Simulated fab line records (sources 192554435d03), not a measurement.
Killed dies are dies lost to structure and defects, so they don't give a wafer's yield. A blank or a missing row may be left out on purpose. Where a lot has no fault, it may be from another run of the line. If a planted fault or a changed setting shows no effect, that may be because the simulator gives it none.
Split-lot trial :: flow n5Finfet :: 21 wafers read from 7 lots, route of 1938 steps

== ON THE SPLIT ==
At N5_MOL_CONTACT_COAG_PECVD_31 (deposits SiO2 from TEOS/O2, target thk 46 nm, time 8.9 s), the setting tempC was moved away from the recipe's 400 C on 8 of the 21 wafers read, by -4.0% to +2.9%. For the rest of the wafers, this setting stayed at what the recipe calls for.

Reading taken at the split's own step.

== THE READING ==
SiO2_of_MOL_CONTACT_COAG_PECVD_31.thkNm (the simulator's own value, which no gauge read), in nm, at N5_MOL_CONTACT_COAG_PECVD_31 (deposits SiO2 from TEOS/O2, target thk 46 nm, time 8.9 s). The file gives no usual value for it. Here, 13 wafers ran the recipe; their average is 46.3 nm with a standard deviation of 0.8 nm.

wafer: L076.2
tool, chamber at the split: pecvd-04, 1
tempC as run, C: 400
against the recipe: recipe
SiO2_of_MOL_CONTACT_COAG_PECVD_31.thkNm, nm: 45.6
against lot-mates on the recipe: -

wafer: L076.3
tool, chamber at the split: pecvd-04, 0
tempC as run, C: 400
against the recipe: recipe
SiO2_of_MOL_CONTACT_COAG_PECVD_31.thkNm, nm: 45.8
against lot-mates on the recipe: -

wafer: L076.4
tool, chamber at the split: pecvd-04, 2
tempC as run, C: 406.3
against the recipe: +1.6%
SiO2_of_MOL_CONTACT_COAG_PECVD_31.thkNm, nm: 44.4
against lot-mates on the recipe: -1.3

wafer: L081.1
tool, chamber at the split: pecvd-04, 1
tempC as run, C: 385.2
against the recipe: -3.7%
SiO2_of_MOL_CONTACT_COAG_PECVD_31.thkNm, nm: 48.2
against lot-mates on the recipe: +1.3

wafer: L081.4
tool, chamber at the split: pecvd-04, 2
tempC as run, C: 400
against the recipe: recipe
SiO2_of_MOL_CONTACT_COAG_PECVD_31.thkNm, nm: 46.6
against lot-mates on the recipe: -

wafer: L081.5
tool, chamber at the split: pecvd-04, 0
tempC as run, C: 400
against the recipe: recipe
SiO2_of_MOL_CONTACT_COAG_PECVD_31.thkNm, nm: 47.2
against lot-mates on the recipe: -

wafer: L083.1
tool, chamber at the split: pecvd-04, 1
tempC as run, C: 391.2
against the recipe: -2.2%
SiO2_of_MOL_CONTACT_COAG_PECVD_31.thkNm, nm: 48
against lot-mates on the recipe: +1.6

wafer: L083.2
tool, chamber at the split: pecvd-04, 2
tempC as run, C: 400
against the recipe: recipe
SiO2_of_MOL_CONTACT_COAG_PECVD_31.thkNm, nm: 45.4
against lot-mates on the recipe: -

wafer: L083.5
tool, chamber at the split: pecvd-04, 2
tempC as run, C: 400
against the recipe: recipe
SiO2_of_MOL_CONTACT_COAG_PECVD_31.thkNm, nm: 47.4
against lot-mates on the recipe: -

wafer: L090.4
tool, chamber at the split: pecvd-04, 2
tempC as run, C: 400
against the recipe: recipe
SiO2_of_MOL_CONTACT_COAG_PECVD_31.thkNm, nm: 46.6
against lot-mates on the recipe: -

wafer: L090.5
tool, chamber at the split: pecvd-04, 0
tempC as run, C: 386.7
against the recipe: -3.3%
SiO2_of_MOL_CONTACT_COAG_PECVD_31.thkNm, nm: 50.4
against lot-mates on the recipe: +3.8

wafer: L090.6
tool, chamber at the split: pecvd-04, 1
tempC as run, C: 386.7
against the recipe: -3.3%
SiO2_of_MOL_CONTACT_COAG_PECVD_31.thkNm, nm: 49.4
against lot-mates on the recipe: +2.8

wafer: L091.1
tool, chamber at the split: pecvd-04, 0
tempC as run, C: 383.8
against the recipe: -4.0%
SiO2_of_MOL_CONTACT_COAG_PECVD_31.thkNm, nm: 49.8
against lot-mates on the recipe: +4.2

wafer: L091.3
tool, chamber at the split: pecvd-04, 1
tempC as run, C: 400
against the recipe: recipe
SiO2_of_MOL_CONTACT_COAG_PECVD_31.thkNm, nm: 44.8
against lot-mates on the recipe: -

wafer: L091.6
tool, chamber at the split: pecvd-04, 2
tempC as run, C: 400
against the recipe: recipe
SiO2_of_MOL_CONTACT_COAG_PECVD_31.thkNm, nm: 46.4
against lot-mates on the recipe: -

wafer: L093.1
tool, chamber at the split: pecvd-03, 0
tempC as run, C: 400
against the recipe: recipe
SiO2_of_MOL_CONTACT_COAG_PECVD_31.thkNm, nm: 45.8
against lot-mates on the recipe: -

wafer: L093.3
tool, chamber at the split: pecvd-03, 1
tempC as run, C: 400
against the recipe: recipe
SiO2_of_MOL_CONTACT_COAG_PECVD_31.thkNm, nm: 46.6
against lot-mates on the recipe: -

wafer: L093.6
tool, chamber at the split: pecvd-03, 1
tempC as run, C: 400
against the recipe: recipe
SiO2_of_MOL_CONTACT_COAG_PECVD_31.thkNm, nm: 47.6
against lot-mates on the recipe: -

wafer: L095.1
tool, chamber at the split: pecvd-03, 0
tempC as run, C: 400
against the recipe: recipe
SiO2_of_MOL_CONTACT_COAG_PECVD_31.thkNm, nm: 45.8
against lot-mates on the recipe: -

wafer: L095.5
tool, chamber at the split: pecvd-03, 1
tempC as run, C: 411.6
against the recipe: +2.9%
SiO2_of_MOL_CONTACT_COAG_PECVD_31.thkNm, nm: 43.4
against lot-mates on the recipe: -2.4

wafer: L095.6
tool, chamber at the split: pecvd-03, 0
tempC as run, C: 411.6
against the recipe: +2.9%
SiO2_of_MOL_CONTACT_COAG_PECVD_31.thkNm, nm: 43
against lot-mates on the recipe: -2.8

FIT RESULTS
A straight line over all 21 wafers: SiO2_of_MOL_CONTACT_COAG_PECVD_31.thkNm changes by -0.93 nm for each +1% of tempC; r = -0.92; the points scatter about the line by 0.8 nm.
The same after taking each lot's own level away (the mean of its wafers on the recipe; 21 wafers): -0.847 nm for each +1%; r = -0.91; scatter 0.73 nm.
On that fit, the largest move of tempC shifts the reading by 3.4 nm.
The span of the lots' own levels, 45.60 to 46.90 nm, comes to 1.6 times the standard deviation stated above.
So the lot-to-lot level changes the slope little: the two slopes agree.
Check: for one of the wafers moved furthest among these (-4.0%), held out of the fit, the line's prediction against its lot-mates is +3.17 nm. Against them it came out at +4.2 nm.

== FURTHER SPLITS ON THESE WAFERS ==
Other splits were also applied to these wafers ahead of the reading. Each is held against what the fit with the lots' levels taken away leaves over:
other split on the same wafers: N5_ZERO_LAYER_PECVD_02 timeS
wafers away from the commonest value: 5
r with SiO2_of_MOL_CONTACT_COAG_PECVD_31.thkNm (lot level and that fit taken away): -0.14

other split on the same wafers: N5_ZERO_LAYER_COAT_05 spinRpm
wafers away from the commonest value: 7
r with SiO2_of_MOL_CONTACT_COAG_PECVD_31.thkNm (lot level and that fit taken away): -0.05

other split on the same wafers: N5_PMOS_HMC_CHANNEL_EPI_COAT_31 spinRpm
wafers away from the commonest value: 7
r with SiO2_of_MOL_CONTACT_COAG_PECVD_31.thkNm (lot level and that fit taken away): +0.45

other split on the same wafers: N5_FIN_SAQP_ETCH_65 timeS
wafers away from the commonest value: 5
r with SiO2_of_MOL_CONTACT_COAG_PECVD_31.thkNm (lot level and that fit taken away): -0.09

other split on the same wafers: N5_DUMMY_GATE_DESCUM_20 timeS
wafers away from the commonest value: 6
r with SiO2_of_MOL_CONTACT_COAG_PECVD_31.thkNm (lot level and that fit taken away): +0.08

other split on the same wafers: N5_SD_EPI_N_ETCH_16 targetDepthA
wafers away from the commonest value: 5
r with SiO2_of_MOL_CONTACT_COAG_PECVD_31.thkNm (lot level and that fit taken away): +0.06

other split on the same wafers: N5_SD_EPI_P_EPI_21 timeS
wafers away from the commonest value: 3
r with SiO2_of_MOL_CONTACT_COAG_PECVD_31.thkNm (lot level and that fit taken away): +0.20

other split on the same wafers: N5_SD_ACTIVATION_LSA_01 tempC
wafers away from the commonest value: 7
r with SiO2_of_MOL_CONTACT_COAG_PECVD_31.thkNm (lot level and that fit taken away): -0.19

other split on the same wafers: N5_HKMG_FIN_COAT_42 spinRpm
wafers away from the commonest value: 6
r with SiO2_of_MOL_CONTACT_COAG_PECVD_31.thkNm (lot level and that fit taken away): +0.10

other split on the same wafers: N5_HKMG_FIN_ETCH_55 biasW
wafers away from the commonest value: 5
r with SiO2_of_MOL_CONTACT_COAG_PECVD_31.thkNm (lot level and that fit taken away): +0.23

other split on the same wafers: N5_MOL_CONTACT_COAG_CONTACT_ETCH_14 sourceW
wafers away from the commonest value: 8
r with SiO2_of_MOL_CONTACT_COAG_PECVD_31.thkNm (lot level and that fit taken away): -0.25

== FILE'S OWN FIT ==
SiO2_of_MOL_CONTACT_COAG_PECVD_31.thkNm changes by -0.807 nm for each +1% of tempC, r = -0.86.
